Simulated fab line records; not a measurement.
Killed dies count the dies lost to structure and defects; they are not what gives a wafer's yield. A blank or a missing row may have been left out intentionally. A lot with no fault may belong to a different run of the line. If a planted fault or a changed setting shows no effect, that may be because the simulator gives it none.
Matching of chambers + flow n5 finfet + 3 sister chambers for N5_BEOL_M6_ALD_77 on ald metal-02
The step deposits TaN, target thk 2 nm, pulse time 2 s, purge time 3 s. 16 wafers are shown with their chamber, then 8 later ones without.

== WAFERS PAIRED WITH THEIR CHAMBERS ==
| wafer  | chamber | heater power w (W) | precursor vessel temp c (C) |
|--------|---------|--------------------|-----------------------------|
| L076.1 | 1       | 435                | 75.09                       |
| L076.2 | 2       | 480                | 75.07                       |
| L076.5 | 0       | 355                | 74.94                       |
| L083.1 | 0       | 355                | 75.00                       |
| L083.3 | 2       | 481                | 75.02                       |
| L083.4 | 1       | 424                | 75.05                       |
| L087.1 | 2       | 480                | 75.11                       |
| L087.4 | 0       | 353                | 74.97                       |
| L087.5 | 2       | 483                | 75.11                       |
| L089.1 | 1       | 418                | 75.11                       |
| L089.3 | 0       | 358                | 74.94                       |
| L089.5 | 0       | 371                | 74.97                       |
| L094.2 | 1       | 433                | 75.11                       |
| L094.4 | 1       | 432                | 75.07                       |
| L094.6 | 2       | 479                | 74.93                       |
| L095.1 | 0       | 355                | 74.83                       |

SIGNATURES, as means of the wafers listed above
| reading                 | chamber 0 | chamber 1 | chamber 2 | scatter within a chamber |
|-------------------------|-----------|-----------|-----------|--------------------------|
| heater power w          | 357.83    | 428.40    | 480.60    | 5.79                     |
| precursor vessel temp c | 74.9417   | 75.0860   | 75.0480   | 0.0576                   |
Rule: distance of a wafer from a chamber = root of the sum over the readings of ((wafer's reading minus chamber's mean) / reading's scatter) squared. The wafer belongs to the nearest chamber; if the next one is less than 2 further off, it can't be placed. The scatter is the square root of a quotient: the sum, over the shown wafers, of each reading's squared deviation from its chamber's mean, divided by wafers minus chambers.

== WAFERS MISSING THEIR CHAMBER ==
| wafer  | heater power w (W) | precursor vessel temp c (C) |
|--------|--------------------|-----------------------------|
| L095.4 | 480                | 74.95                       |
| L095.5 | 412                | 75.02                       |
| L097.4 | 359                | 74.95                       |
| L097.5 | 475                | 75.03                       |
| L097.6 | 352                | 75.13                       |
| L096.2 | 356                | 74.74                       |
| L096.4 | 361                | 74.74                       |
| L096.6 | 481                | 74.81                       |

== WHICH CHAMBER EACH ONE RAN IN ==
| wafer  | from the rows above | in truth |
|--------|---------------------|----------|
| L095.4 | 2                   | 2        |
| L095.5 | 1                   | 1        |
| L097.4 | 0                   | 0        |
| L097.5 | 2                   | 2        |
| L097.6 | 0                   | 0        |
| L096.2 | 0                   | 0        |
| L096.4 | 0                   | 0        |
| L096.6 | 2                   | 2        |
Correct placement for 8 of the 8. Can't be placed from these rows: 0. Placed wrongly: 0.
